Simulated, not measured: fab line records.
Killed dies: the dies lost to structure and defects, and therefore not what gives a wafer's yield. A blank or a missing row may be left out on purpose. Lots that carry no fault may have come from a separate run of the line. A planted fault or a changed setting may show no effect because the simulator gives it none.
Comparing a struck lot with a sound one | flow n5_finfet | 37 steps out of a route of 1938
Sound: these wafers, L326.2, L326.5, L326.6. Struck: wafers L332.2, L332.4, L332.6. Last of all comes the cause.
For every step that has rows: the tool of each side, followed by ch and its chambers, followed by its first start. Under that, the readings that differ: sound wafers | struck wafers | difference of the means | sigmas: that difference in standard deviations of wafers without a fault.
alike: same words and numbers on both sides, and readings whose means sit less than 2 such deviations apart. not compared: any withheld reading, any reading some wafer has no value for, any bound like >300 that may hide the same value, and any number with overlapping values for which the record gives no deviation.
The two part at a step that has a row with sigmas, a row that says differs or no value, or rows on one side only. Non-overlapping numbers with no deviation appear without sigmas and do not part them. A reading missing from all wafers of one side parts the sides only when that side holds two or more wafers.

first, 9 steps without rows for these wafers: N5_BEOL_M4_ANNEAL_95 (time 240 s); N5_BEOL_M4_SPUTTER_96 (material Cu, target thk 4.5 nm, time 8.29 s); N5_BEOL_M4_ECD_50 (material Cu, target thk 300 nm); N5_BEOL_M4_ANNEAL_51 (time 90 s); N5_BEOL_M4_CMP_52 (polishes, stops on SiOC, t overpolish 6.8 s, target thk 40 nm); N5_BEOL_M4_PRE_CLEAN_60 (time 15 s); N5_BEOL_M4_CO_CAP_55 (material Co, precursor CCTBA/H2, target thk 2 nm, time 102.1 s); N5_BEOL_M4_PRE_CLEAN_56 (time 15 s); N5_BEOL_M4_DEP_57 (deposits SiCN from 3MS/NH3, target thk 8 nm, time 14 s).
N5_BEOL_M4_RC_MEAS_101:
  sound on prober-02 ch 0, day 10 18:28; struck on prober-02 ch 0, day 12 14:17
  alike: DIBL_N, DIBL_P, IOFF_N, IOFF_P, ION_N, ION_P, SS_N, SS_P, VT_N, VT_P
then, 24 steps without rows for these wafers: N5_BEOL_M5_ILD_DEP_00 (deposits SiCOH lowk from DEMS/porogen, target thk 140.64 nm, time 25.9 s); N5_BEOL_M5_CURE_79 (cures SiCOH lowk, time 240 s); N5_BEOL_M5_PECVD_70 (deposits SiO2 from TEOS/O2, target thk 16 nm, time 18 s); N5_BEOL_M5_HM_DEP_02 (deposits TiN, target thk 20 nm); N5_BEOL_M5_COAT_59 (time 60 s, resist thk 60 nm); N5_BEOL_M5_COAT_60 (time 60 s, resist thk 12 nm); N5_BEOL_M5_COAT_71 (time 60 s, resist thk 5 nm); N5_BEOL_M5_COAT_05 (resist thk 30 nm); N5_BEOL_M5_EBR_07; N5_BEOL_M5_SOFTBAKE_06 (time 60 s); N5_BEOL_M5_EXPOSE_08 (exposes mask M5, target cd 28 nm); N5_BEOL_M5_PEB_09 (peb time 60 s); N5_BEOL_M5_DEVELOP_10 (develop time 30 s); N5_BEOL_M5_DESCUM_16 (chemistry O2, time 7 s); N5_BEOL_M5_ETCH_72 (etches underlayer in N2/H2, target depth 6.5 nm, time 5.2 s); N5_BEOL_M5_ETCH_61 (etches SiARC in CF4, target depth 15.6 nm, time 26 s); N5_BEOL_M5_ETCH_62 (etches SOC in N2/H2, target depth 75 nm, overetch 15 nm, time 112.5 s); N5_BEOL_M5_STRIP_63 (strips in N2/H2); N5_BEOL_M5_STRIP_73 (strips in N2/H2); N5_BEOL_M5_STRIP_64 (strips in CF4); N5_BEOL_M5_HM_OPEN_17 (chemistry Cl2/BCl3, target TiN, target depth 20 nm, overetch 6 nm); N5_BEOL_M5_STRIP_19 (strips in O2); N5_BEOL_M5_COAT_65 (time 60 s, resist thk 60 nm); N5_BEOL_M5_COAT_66 (time 60 s, resist thk 12 nm).
N5_BEOL_M6_ETCH_65: etches SiARC in CF4, target depth 15.6 nm, time 26 s.
  sound on rie_diel-05 ch 0,1,3, day 11 19:41; struck on rie_diel-05 ch 1,2,3, day 13 06:56
  no value came back on the struck wafers for any of 9 readings (bias_w (W), cf4_flow_sccm (sccm) and others); on the sound wafers bias_w (W) reads 35.96 36.06 35.97
  not compared: rf_hours_counter_h
N5_BEOL_M6_ETCH_66: etches SOC in N2/H2, target depth 80 nm, overetch 16 nm, time 120 s.
  sound on rie_diel-05 ch 0,1,3, day 11 19:43; struck on rie_diel-05 ch 1,2,3, day 13 06:58
  reading               | sound          | struck         | difference | sigmas
  oes_product_au (a.u.) | 0.53 0.73 0.73 | 0.35 0.25 0.26 | -0.38      | -6
  alike: bias_w, chamber_pressure_mTorr, drypump_motor_current_A, h2_flow_sccm, rf_vpp_V, showerhead_plenum_p_Torr, throttle_valve_pct
  not compared: rf_hours_counter_h
-- the record jumps here: 4 days lie between the struck wafers' starts before and after (it left off in module BEOL_M6 and takes up again in module PASSIVATION, whose first step shown is number 1936 of the route) --
N5_PASSIVATION_PROBE_49:
  sound: prober-02 at day 15 11:12; struck: prober-01 at day 17 03:15
  reading                  | sound          | struck         | difference | sigmas
  defect_limited_yield (%) | 90.6 91.5 90.8 | 0 0 0          | -91        | -61
  killed_at_M4_up          | 17 12 13       | 1065 1100 1101 | +1075      | +99 or more
  killed_dies              | 111 100 109    | 1180 1180 1180 | +1073      | +63
  killed_on_rim            | 14 21 11       | 152 152 152    | +137       | +32
  sort_bin_5_function (%)  | 5.5 5.3 5.6    | 95.6 96.7 97.3 | +91.1      | +96
  sort_n_pass              | 1069 1080 1071 | 0 0 0          | -1073      | -63
  sort_yield_pct (%)       | 90.6 91.5 90.8 | 0 0 0          | -91        | -61
  alike: killed_at_M0_to_M3, killed_at_contacts, killed_at_front_end, killed_at_other, killed_open, killed_short, sort_bin_6_memory

## WHERE THEY PART
Last at N5_PASSIVATION_PROBE_49 as far as this record goes, first at N5_BEOL_M6_ETCH_65.

WHY: what had been put in by the simulator
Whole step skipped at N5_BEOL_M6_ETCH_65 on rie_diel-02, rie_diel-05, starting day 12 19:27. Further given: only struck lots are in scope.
